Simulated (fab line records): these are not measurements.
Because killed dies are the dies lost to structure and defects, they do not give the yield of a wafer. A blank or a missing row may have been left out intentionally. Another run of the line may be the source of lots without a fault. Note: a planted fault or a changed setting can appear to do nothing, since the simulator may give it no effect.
fab line records	flow nandHarc
[record] lots = 6	wafers = 18	lastDay = 33
route steps=1302 shown A_M1@1181
lots that met no fault: taken from a fault-free run of the same line
startH: the number of hours between the record's first day and the start of the first shown wafer of the lot	waitH: time in hours since the lot's previous step	" same as the row above	L1.1+2: a single row standing in for several wafers	- no value, or no start given	* or withheld: withheld	< > ~ a bound
route shown NAME@n: a module of which the file shows steps, and the number in the route of the first	usual: average and standard deviation across the fault-free wafers	same: alike in all rows	chamber/n: place in a boat	sites: the reading at each site	_std_site: how widely they spread, as a standard deviation	_edge_site: mean of outer sites minus mean of inner sites	radiusMm: how far each site lies from the wafer's centre	mask NAME#n: copy n	behind: the tool/chamber that last shaped the wafer	hold: cause of the lot's hold/its duration in hours/its outcome	device: transistor that didn't switch, given as n, p or np	end of line: tests of these same wafers at the route's end	a step without rows: its recipe alone	killed: dies that structure and defects cost at the first sort, which is not the same as the wafer's yield	map: the dies of a wafer, with x for killed, . for not killed, _ for no die there
set.NAME: the setting as run; set.NAME@STEP: as run at that earlier step	model.NAME: the simulator's own value behind a step, which no gauge read
certain route steps with their lots: each step a table, each wafer a row
services: from which hour (startH, from the record's first day; less than 0 if before it) a tool's chamber was out of use, for how many hours, and why
[[steps]]
[step NHARC_A_M1_INSPECT_11]
[usual] rawDefectCount = 90/34
lot.wafer	tool	chamber	startH	waitH	rawDefectCount
L916.2	defectInspect-01	-	542.01	0.0	47
L916.3	"	-	"	"	40
L916.5	"	-	"	"	50
L927.2	defectInspect-01	-	626.36	0.0	92
L927.5	"	-	"	"	72
L927.6	"	-	"	"	81
L926.1	defectInspect-02	-	632.95	0.0	81
L926.4	"	-	"	"	93
L926.6	"	-	"	"	94
L934.4	defectInspect-01	-	726.20	0.0	76
L934.5	"	-	"	"	90
L934.6	"	-	"	"	99
L936.2	defectInspect-02	-	739.49	0.0	74
L936.3	"	-	"	"	83
L936.5	"	-	"	"	86
L939.2	defectInspect-01	-	762.01	0.0	114
L939.3	"	-	"	"	95
L939.6	"	-	"	"	97
[step NHARC_A_M1_DESCUM_14]
[recipe] timeS = 3	o2FlowSccm = 200	arFlowSccm = 0	biasPowerW = 0	chemistry = O2
[usual] chamberPressureMTorr = 60.00/0.057	drypumpMotorCurrentA = 5.9/0.52	oesProductAu = 0.999/0.0069	rfVppV = 57.8/0.91	showerheadPlenumPTorr = 1.91/0.086	throttleValvePct = 11.312/0.009
[same] biasPowerW = 0
lot.wafer	tool	chamber	startH	waitH	chamberPressureMTorr	drypumpMotorCurrentA	oesProductAu	rfHoursCounterH	rfVppV	showerheadPlenumPTorr	throttleValvePct
L916.3	rieDiel-12	1	542.08	0.1	60.01	6.3	0.999	4.2	57.6	1.95	11.288
L916.2	"	3	"	"	59.96	5.9	0.998	5.7	58.1	1.90	11.297
L916.5	"	1	"	"	60.01	6.2	1.002	-	57.6	1.95	11.310
L927.2	rieDiel-04	1	626.42	0.1	60.10	5.7	1.006	4.8	58.0	1.85	11.319
L927.6	"	1	"	"	59.96	5.8	1.009	-	57.2	1.85	11.322
L927.5	"	2	"	"	60.03	5.8	0.995	-	59.6	1.85	11.307
L926.1	rieDiel-04	1	633.02	0.1	60.10	5.7	1.002	5.1	57.3	1.85	11.311
L926.4	"	1	"	"	60.05	5.7	0.998	-	56.7	1.85	11.322
L926.6	"	0	"	"	60.05	5.9	0.990	-	57.1	1.81	11.319
L934.5	rieDiel-12	2	726.29	0.1	59.93	6.5	0.987	-	58.7	2.02	11.303
L934.4	"	3	"	"	60.05	5.9	1.001	-	57.0	1.90	11.322
L934.6	"	1	"	"	59.97	6.2	1.007	-	57.8	1.94	11.316
L936.2	rieDiel-04	0	739.55	0.1	59.78	5.9	0.988	2.1	57.3	1.81	11.297
L936.3	"	1	"	"	59.99	5.7	1.006	2.1	56.0	1.85	11.338
L936.5	"	0	"	"	60.12	6.0	0.995	-	57.1	1.81	11.302
L939.2	rieDiel-10	1	762.07	0.1	60.02	5.0	0.988	4.5	57.0	2.04	11.298
L939.3	"	2	"	"	59.91	6.2	0.990	4.3	58.6	2.07	11.306
L939.6	"	2	"	"	60.01	6.2	0.985	-	58.3	2.06	11.297
[step NHARC_A_M1_ETCH_35]
[recipe] targetDepthA = 400	overetchA = 120	timeS = 43.94	ionEnergyEv = 200	n2FlowSccm = 150	h2FlowSccm = 150	arFlowSccm = 0	rfW = 400	biasW = 150	chemistry = N2/H2
[usual] chamberPressureMTorr = 29.997/0.03	drypumpMotorCurrentA = 5.9/0.54	oesProductAu = 0.999/0.0072	rfVppV = 430.4/2.7	showerheadPlenumPTorr = 2.04/0.095	throttleValvePct = 14.171/0.0097
lot.wafer	tool	chamber	startH	waitH	chamberPressureMTorr	drypumpMotorCurrentA	oesProductAu	rfHoursCounterH	rfVppV	showerheadPlenumPTorr	throttleValvePct
L916.2	rieDiel-12	3	542.16	0.1	29.973	5.9	0.994	5.7	429.7	2.03	14.155
L916.3	"	2	"	"	29.967	6.5	0.989	6.1	434.6	2.16	14.179
L916.5	"	0	"	"	30.045	4.7	0.989	-	430.5	2.01	14.173
L927.2	rieDiel-04	1	626.51	0.1	29.969	5.7	1.008	4.8	428.3	1.97	14.178
L927.5	"	0	"	"	29.984	6.0	1.000	-	427.1	1.93	14.164
L927.6	"	1	"	"	29.959	5.7	1.005	-	428.3	1.97	14.168
L926.1	rieDiel-04	2	633.13	0.1	29.993	5.8	0.991	5.3	429.1	1.97	14.189
L926.6	"	1	"	"	30.004	5.7	1.006	-	428.6	1.97	14.187
L926.4	"	2	"	"	29.943	5.8	0.990	-	427.8	1.97	14.166
L934.5	rieDiel-12	1	726.38	0.1	30.023	6.2	1.003	-	432.8	2.07	14.173
L934.4	"	2	"	"	29.980	6.5	1.000	-	435.3	2.15	14.163
L934.6	"	3	"	"	29.974	5.9	0.998	-	429.6	2.02	14.170
L936.2	rieDiel-04	2	739.64	0.1	29.974	5.8	0.999	1.8	429.3	1.96	14.180
L936.3	"	3	"	"	30.023	5.5	0.995	1.8	427.3	1.94	14.172
L936.5	"	0	"	"	30.041	6.0	0.989	-	427.4	1.93	14.182
L939.2	rieDiel-10	3	762.17	0.1	30.034	6.7	0.987	4.4	429.6	1.94	14.163
L939.3	"	0	"	"	30.010	6.2	1.006	4.5	429.1	2.01	14.175
L939.6	"	2	"	"	30.001	6.2	1.004	-	434.8	2.21	14.169
[step NHARC_A_M1_ETCH_15]
[recipe] targetDepthA = 1825	timeS = 91.2	c4f8FlowSccm = withheld	arFlowSccm = 400	rfW = 600	biasW = 300	chemistry = C4F8/Ar
[usual] chamberPressureMTorr = 25.003/0.022	oesProductAu = 0.953/0.022	rfVppV = 440.6/2.6
lot.wafer	tool	chamber	startH	waitH	chamberPressureMTorr	oesProductAu	rfHoursCounterH	rfVppV
L916.3	rieDiel-12	2	-	-	24.977	0.931	6.1	444.1
L916.2	"	3	"	"	25.020	0.934	5.7	441.4
L916.5	"	1	"	"	25.023	0.936	-	442.3
L927.2	rieDiel-04	1	-	-	25.035	0.955	4.9	437.3
L927.5	"	0	"	"	25.028	0.965	-	438.8
L927.6	"	1	"	"	24.979	0.945	-	438.5
L926.1	rieDiel-04	0	-	-	24.996	0.923	5.2	437.9
L926.4	"	1	"	"	25.003	0.926	-	439.5
L926.6	"	2	"	"	25.025	0.916	-	438.8
L934.4	rieDiel-12	2	-	-	25.005	0.916	-	443.4
L934.6	"	3	"	"	25.007	0.917	-	440.1
L934.5	"	1	"	"	24.985	0.936	-	440.8
L936.3	rieDiel-04	2	-	-	25.024	0.984	1.8	437.8
L936.2	"	3	"	"	24.991	0.983	1.8	436.2
L936.5	"	1	"	"	24.986	0.974	-	439.5
L939.2	rieDiel-10	3	-	-	24.980	0.919	4.4	437.3
L939.3	"	0	"	"	25.042	0.932	4.5	438.6
L939.6	"	3	"	"	24.999	0.926	-	438.8
[step NHARC_A_M1_CD_MEAS_16]
[usual] cdNm = 120.1/0.61
lot.wafer	tool	chamber	startH	waitH	cdNm
L916.2	cdSem-03	-	542.38	-	120.5
L916.3	"	-	"	"	119.4
L916.5	"	-	"	"	120.5
L927.2	cdSem-03	-	626.73	-	120.7
L927.5	"	-	"	"	119.8
L927.6	"	-	"	"	121.3
L926.1	cdSem-03	-	633.37	-	120.6
L926.4	"	-	"	"	119.6
L926.6	"	-	"	"	119.5
L934.4	cdSem-01	-	726.61	-	119.9
L934.5	"	-	"	"	119.0
L934.6	"	-	"	"	119.9
L936.2	cdSem-01	-	739.85	-	119.6
L936.3	"	-	"	"	120.0
L936.5	"	-	"	"	119.8
L939.2	cdSem-03	-	762.38	-	119.2
L939.3	"	-	"	"	119.2
L939.6	"	-	"	"	118.9
[step NHARC_A_M1_STRIP_18]
[recipe] powerW = 1000	n2FlowSccm = 150	h2FlowSccm = 150	arFlowSccm = 0	biasW = 0	chemistry = N2/H2
[step NHARC_A_M1_ETCH_28]
[recipe] targetDepthA = 300	overEtchFrac = 0.3	timeS = 72.99	ionEnergyEv = 150	cf4FlowSccm = 50	n2FlowSccm = 100	arFlowSccm = 150	rfW = 300	biasW = 100	chemistry = CF4/N2
[usual] chamberPressureMTorr = 29.999/0.028	drypumpMotorCurrentA = 5.9/0.56	oesProductAu = 1.000/0.0071	rfVppV = 314.0/2	showerheadPlenumPTorr = 2.62/0.11	throttleValvePct = 19.796/0.0085
lot.wafer	tool	chamber	startH	waitH	chamberPressureMTorr	drypumpMotorCurrentA	oesProductAu	rfHoursCounterH	rfVppV	showerheadPlenumPTorr	throttleValvePct
L916.3	rieDiel-10	2	-	-	29.998	6.2	0.995	2.8	317.5	2.82	19.793
L916.2	"	3	"	"	30.041	6.8	1.006	3.2	312.4	2.51	19.798
L916.5	"	0	"	"	30.003	6.2	1.000	-	314.4	2.59	19.810
L927.2	rieDiel-10	0	-	-	29.980	6.2	0.997	0.8	312.6	2.59	19.800
L927.5	"	3	"	"	29.989	6.8	0.986	-	311.4	2.51	19.789
L927.6	"	0	"	"	29.994	6.2	0.992	-	312.9	2.59	19.791
L926.1	rieDiel-04	0	-	-	30.013	5.9	1.000	5.3	310.5	2.50	19.807
L926.4	"	2	"	"	30.016	5.8	1.000	-	313.1	2.54	19.771
L926.6	"	0	"	"	30.005	6.0	0.990	-	312.4	2.50	19.789
L934.4	rieDiel-10	0	-	-	30.010	6.2	1.002	3.5	313.4	2.59	19.797
L934.5	"	1	"	"	29.981	5.0	1.005	-	316.7	2.79	19.785
L934.6	"	2	"	"	29.936	6.3	0.985	-	317.6	2.82	19.797
L936.3	rieDiel-10	3	-	-	29.967	6.7	1.000	3.6	312.3	2.51	19.795
L936.2	"	1	"	"	30.014	5.0	1.012	3.8	316.6	2.79	19.799
L936.5	"	2	"	"	29.970	6.2	1.005	-	317.2	2.82	19.812
L939.3	rieDiel-12	1	-	-	30.019	6.2	1.005	7.8	313.5	2.66	19.788
L939.2	"	2	"	"	30.056	6.5	1.004	8.3	317.8	2.76	19.799
L939.6	"	0	"	"	30.035	4.8	0.998	-	314.6	2.59	19.807
[step NHARC_A_M1_STRIP_19]
[recipe] timeS = 600	tempC = 30	chemistry = postEtchResidueRemover
[step NHARC_A_M1_DEGAS_29]
[recipe] tempC = 250	timeS = 60
[step NHARC_A_M1_PRE_CLEAN_30]
[recipe] timeS = 30	tempC = 280	gas = H2/He
[step NHARC_A_M1_PVD_20]
[recipe] targetThkA = 50	biasV = 168.6	powerW = 15000	chamberPressurePa = 0.12	timeS = 8.06	substrateTempC = 50	material = TaN
[step NHARC_A_M1_PVD_21]
[recipe] targetThkA = 300	chamberPressurePa = 5	powerW = 5000	substrateTempC = 30	timeS = 20.49	material = Cu
[step NHARC_A_M1_ECD_22]
[recipe] targetThkA = 4000	bathTempC = 25	material = Cu
[usual] bathHeatDutyPct = 6.5/0.94
lot.wafer	tool	chamber	startH	waitH	bathHeatDutyPct
L916.2	ecdCu-01	0	543.44	-	5.2
L916.3	"	0	"	"	4.9
L916.5	"	0	"	"	5.5
L927.2	ecdCu-01	0	627.80	-	6.1
L927.5	"	0	"	"	6.5
L927.6	"	1	"	"	7.0
L926.1	ecdCu-01	0	634.56	-	5.0
L926.4	"	0	"	"	5.4
L926.6	"	0	"	"	5.9
L934.4	ecdCu-01	0	727.85	-	5.6
L934.6	"	1	"	"	5.8
L934.5	"	0	"	"	5.4
L936.2	ecdCu-01	0	740.99	-	6.2
L936.3	"	0	"	"	5.3
L936.5	"	1	"	"	6.7
L939.2	ecdCu-02	0	763.50	-	6.3
L939.3	"	0	"	"	6.3
L939.6	"	1	"	"	8.2
[step NHARC_A_M1_ANNEAL_31]
[recipe] tempC = 225	timeS = 90
[usual] wafer_temp_C_max = 226.5/0.38
lot.wafer	tool	chamber	startH	waitH	wafer_temp_C_max
L916.2	rtpAnneal-02	0	543.87	-	226.3
L916.3	"	0	"	"	226.4
L916.5	"	0	"	"	226.1
L927.2	rtpAnneal-01	0	628.23	-	226.7
L927.5	"	0	"	"	226.6
L927.6	"	0	"	"	226.7
L926.1	rtpAnneal-01	0	634.88	-	226.7
L926.4	"	0	"	"	226.2
L926.6	"	0	"	"	226.6
L934.4	rtpAnneal-02	0	728.23	0.3	225.9
L934.5	"	0	"	"	226.4
L934.6	"	0	"	"	225.8
L936.2	rtpAnneal-01	0	741.37	-	226.5
L936.3	"	0	"	"	226.7
L936.5	"	0	"	"	227.0
L939.2	rtpAnneal-02	0	763.88	0.3	225.7
L939.3	"	0	"	"	225.7
L939.6	"	0	"	"	226.2
[step NHARC_A_M1_CMP_23]
[recipe] tOverpolishS = 20	targetThkNm = 154.34
[usual] motorCurrentA = 12.1/1.2	timeToEndpointS = 27.8/2.3
[same] tOverpolishS = 20
lot.wafer	tool	chamber	startH	waitH	motorCurrentA	timeToEndpointS
L916.2	cmp-01	2	544.16	-	12.1	24.0
L916.3	"	3	"	"	13.3	26.6
L916.5	"	2	"	"	12.0	25.3
L927.2	cmp-03	1	628.55	-	11.3	28.2
L927.5	"	0	"	"	11.4	27.4
L927.6	"	1	"	"	11.4	28.1
L926.1	cmp-01	3	635.22	-	13.1	28.7
L926.4	"	0	"	"	13.7	32.5
L926.6	"	3	"	"	12.8	28.4
L934.4	cmp-03	0	728.58	-	11.1	13.7
L934.5	"	2	"	"	12.3	14.1
L934.6	"	3	"	"	13.1	26.4
L936.3	cmp-01	1	741.66	-	12.0	11.2
L936.2	"	0	"	"	13.0	10.8
L936.5	"	2	"	"	12.2	26.8
L939.2	cmp-04	0	764.21	-	9.3	28.7
L939.3	"	2	"	"	14.1	29.5
L939.6	"	0	"	"	10.2	30.5
[[services]]
tool	chamber	startH	hours	kind
rieDiel-12	1	528.96	4.9	repair
rieDiel-04	1	530.65	3.1	repair
rieDiel-04	-	531.90	9.0	pm
cmp-01	-	544.81	0.8	repair
cmp-01	-	561.08	0.4	repair
rieDiel-04	3	561.24	5.2	repair
cmp-01	-	562.22	2.2	repair
cmp-01	-	577.82	4.0	pm
rieDiel-10	3	595.31	17.3	repair
rieDiel-10	-	598.02	9.0	pm
rieDiel-12	-	622.40	9.0	pm
rieDiel-04	3	628.33	9.4	repair
rieDiel-04	3	640.14	9.6	repair
rieDiel-04	-	644.34	0.8	repair
rieDiel-10	-	685.05	0.4	repair
rieDiel-10	0	687.42	1.5	repair
ecdCu-01	-	688.14	8.0	pm
rieDiel-04	-	708.90	9.0	pm
rieDiel-12	3	716.63	2.9	repair
rieDiel-10	-	722.77	0.7	repair
rieDiel-12	0	725.34	7.8	repair
rieDiel-12	1	740.13	10.0	repair
rieDiel-12	0	752.24	5.0	repair
rieDiel-10	2	754.64	2.0	repair
[[key]]
[firstSign] step = NHARC_A_M1_CMP_23	reading = timeToEndpointS	direction = down	sigmas = 6.7	usual = *	struck = *
effect none on later readings
metAt NHARC_A_M1_ECD_22
struckWafers L934.4,L934.5,L936.2,L936.3
laterRowsLeftOut L934.4,L934.5,L936.2,L936.3
sortLeftOut L934.4,L934.5,L936.2,L936.3
onsetBetween 634.56 727.85
[fault] kind = processParameterDrift	tool = ecdCu-01	chamber = 0	onsetH = 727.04	steps = NHARC_A_M1_ECD_22	channel = targetThkA	offset = *	shape = step	endH = 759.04	actsIn = *	stated = *
// sortLeftOut: the simulated sort isn't trusted on such a fault, so these wafers' sort isn't shown, and their yield isn't known
// laterRowsLeftOut: the simulator's readings of these wafers behind a module that went badly wrong aren't trusted and aren't shown, but for the sort
